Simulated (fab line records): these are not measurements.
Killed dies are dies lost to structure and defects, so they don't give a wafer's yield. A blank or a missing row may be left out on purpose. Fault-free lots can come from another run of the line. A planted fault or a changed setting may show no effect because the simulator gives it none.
Which tool did it? :: flow nandHarc :: 12 lots, 36 wafers sampled, at 3 steps of a route of 1159

== WHAT EACH GAUGE READ, for each wafer ==
NHARC_P_GATE_CD_MEAS_91: the cd target is 2000 nm. Usual: 1999.9 nm for cdNm, sd 1.3.
lot: L804
measured: day 4 22:57
on: cdSem-01
cdNm (nm): 1998.2 1998.5 1997.6
flag: 

lot: L807
measured: day 6 02:16
on: cdSem-03
cdNm (nm): 1997.9 1997.7 1999.0
flag: 

lot: L809
measured: day 6 08:46
on: cdSem-02
cdNm (nm): 1999.2 2000.5 1997.8
flag: 

lot: L810
measured: day 6 08:18
on: cdSem-01
cdNm (nm): 2000.4 2001.6 2002.2
flag: 

lot: L811
measured: day 7 04:46
on: cdSem-01
cdNm (nm): 2000.2 2001.9 2002.2
flag: 

lot: L812
measured: day 7 11:41
on: cdSem-01
cdNm (nm): 1938.9 1938.8 1940.1
flag: OFF

lot: L814
measured: day 7 23:58
on: cdSem-03
cdNm (nm): 2000.3 1999.0 1999.0
flag: 

lot: L817
measured: day 8 20:12
on: cdSem-03
cdNm (nm): 1998.9 1999.5 1999.5
flag: 

lot: L822
measured: day 9 19:10
on: cdSem-01
cdNm (nm): 2000.7 1998.3 1998.7
flag: 

lot: L824
measured: day 10 13:26
on: cdSem-03
cdNm (nm): 1999.1 1999.6 1998.9
flag: 

lot: L826
measured: day 10 20:46
on: cdSem-01
cdNm (nm): 2000.0 2000.3 1998.5
flag: 

lot: L827
measured: day 11 04:02
on: cdSem-01
cdNm (nm): 2000.2 2000.9 1999.6
flag: 

== WHICH TOOL RAN EACH LOT (tool, then ch and the chambers of the sampled wafers, then the start) ==
lot: L804
NHARC_P_GATE_ALD_36: aldSin-04 ch 0,1,2, day 4 12:16
NHARC_P_GATE_EXPOSE_88: krfScanner-03 ch 0, day 4 22:49

lot: L807
NHARC_P_GATE_ALD_36: aldSin-01 ch 1,3, day 5 13:23
NHARC_P_GATE_EXPOSE_88: krfScanner-03 ch 0, day 6 02:07

lot: L809
NHARC_P_GATE_ALD_36: aldSin-01 ch 0,2,3, day 5 18:41
NHARC_P_GATE_EXPOSE_88: krfScanner-03 ch 0, day 6 08:35

lot: L810
NHARC_P_GATE_ALD_36: aldSin-04 ch 0,2,3, day 5 19:18
NHARC_P_GATE_EXPOSE_88: krfScanner-02 ch 0, day 6 08:09

lot: L811
NHARC_P_GATE_ALD_36: aldSin-04 ch 0,2,3, day 6 15:57
NHARC_P_GATE_EXPOSE_88: krfScanner-03 ch 0, day 7 04:37

lot: L812
NHARC_P_GATE_ALD_36: aldSin-01 ch 2,3, day 6 21:45
NHARC_P_GATE_EXPOSE_88: krfScanner-03 ch 0, day 7 11:32

lot: L814
NHARC_P_GATE_ALD_36: aldSin-04 ch 2,3, day 7 10:10
NHARC_P_GATE_EXPOSE_88: krfScanner-03 ch 0, day 7 23:49

lot: L817
NHARC_P_GATE_ALD_36: aldSin-03 ch 2,3, day 8 06:10
NHARC_P_GATE_EXPOSE_88: krfScanner-01 ch 0, day 8 20:03

lot: L822
NHARC_P_GATE_ALD_36: aldSin-03 ch 1,2, day 9 05:18
NHARC_P_GATE_EXPOSE_88: krfScanner-03 ch 0, day 9 19:01

lot: L824
NHARC_P_GATE_ALD_36: aldSin-04 ch 0,2,3, day 9 23:28
NHARC_P_GATE_EXPOSE_88: krfScanner-03 ch 0, day 10 13:16

lot: L826
NHARC_P_GATE_ALD_36: aldSin-01 ch 0,1,2, day 10 08:49
NHARC_P_GATE_EXPOSE_88: krfScanner-01 ch 0, day 10 20:37

lot: L827
NHARC_P_GATE_ALD_36: aldSin-04 ch 0,2,3, day 10 12:02
NHARC_P_GATE_EXPOSE_88: krfScanner-03 ch 0, day 11 03:53
- NHARC_P_GATE_ALD_36: deposits SiNx, target thk 20 nm, pulse time 60 s, ald cycles 223.
- NHARC_P_GATE_EXPOSE_88: exposes mask P HVN, target cd 2000 nm.

== AS READ BY THE TOOLS THEMSELVES (means over the sampled wafers that have a number; for cases with no such wafer, the mark the record gives instead) ==
NHARC_P_GATE_ALD_36. Usual: heaterPowerW 789 W, standard deviation 81; precursorPulseHeightRel 1.000, standard deviation 0.018.
lot: L804
tool: aldSin-04
heaterPowerW (W): 787
precursorPulseHeightRel: 1.021
flag: 

lot: L807
tool: aldSin-01
heaterPowerW (W): 903
precursorPulseHeightRel: 1.014
flag: 

lot: L809
tool: aldSin-01
heaterPowerW (W): 775
precursorPulseHeightRel: 1.009
flag: 

lot: L810
tool: aldSin-04
heaterPowerW (W): 743
precursorPulseHeightRel: 1.000
flag: 

lot: L811
tool: aldSin-04
heaterPowerW (W): 748
precursorPulseHeightRel: 0.995
flag: 

lot: L812
tool: aldSin-01
heaterPowerW (W): 796
precursorPulseHeightRel: 0.997
flag: 

lot: L814
tool: aldSin-04
heaterPowerW (W): 768
precursorPulseHeightRel: 0.980
flag: 

lot: L817
tool: aldSin-03
heaterPowerW (W): 836
precursorPulseHeightRel: 1.001
flag: 

lot: L822
tool: aldSin-03
heaterPowerW (W): 805
precursorPulseHeightRel: 0.991
flag: 

lot: L824
tool: aldSin-04
heaterPowerW (W): 752
precursorPulseHeightRel: 1.010
flag: 

lot: L826
tool: aldSin-01
heaterPowerW (W): 756
precursorPulseHeightRel: 1.006
flag: 

lot: L827
tool: aldSin-04
heaterPowerW (W): 751
precursorPulseHeightRel: 1.012
flag: 

== THE ANSWER, worked out from the rows above alone ==
Rule: lot off if the mean of its wafers having a number is beyond 3 standard deviations from the usual mean. A lot without any number at a reading at which 4 lots or more have one is off too. Any other lot the step has rows for is counted as sound. First the gauges in route order, then the tools' own readings, where a lot's mean is used as printed above. The first step at which some lot is off is used, and at that step the reading that is off furthest; a lot without a number counts as furthest.
Off: L812, at NHARC_P_GATE_CD_MEAS_91 (cdNm).
A tool fits if, at a process step before that reading, it ran every lot that is off, and no sound lot after the first of them. The gauges at NHARC_P_GATE_CD_MEAS_91 are tried like those tools. Not one of the candidates tried fits.

== WHAT HAD BEEN PUT IN BY THE SIMULATOR ==
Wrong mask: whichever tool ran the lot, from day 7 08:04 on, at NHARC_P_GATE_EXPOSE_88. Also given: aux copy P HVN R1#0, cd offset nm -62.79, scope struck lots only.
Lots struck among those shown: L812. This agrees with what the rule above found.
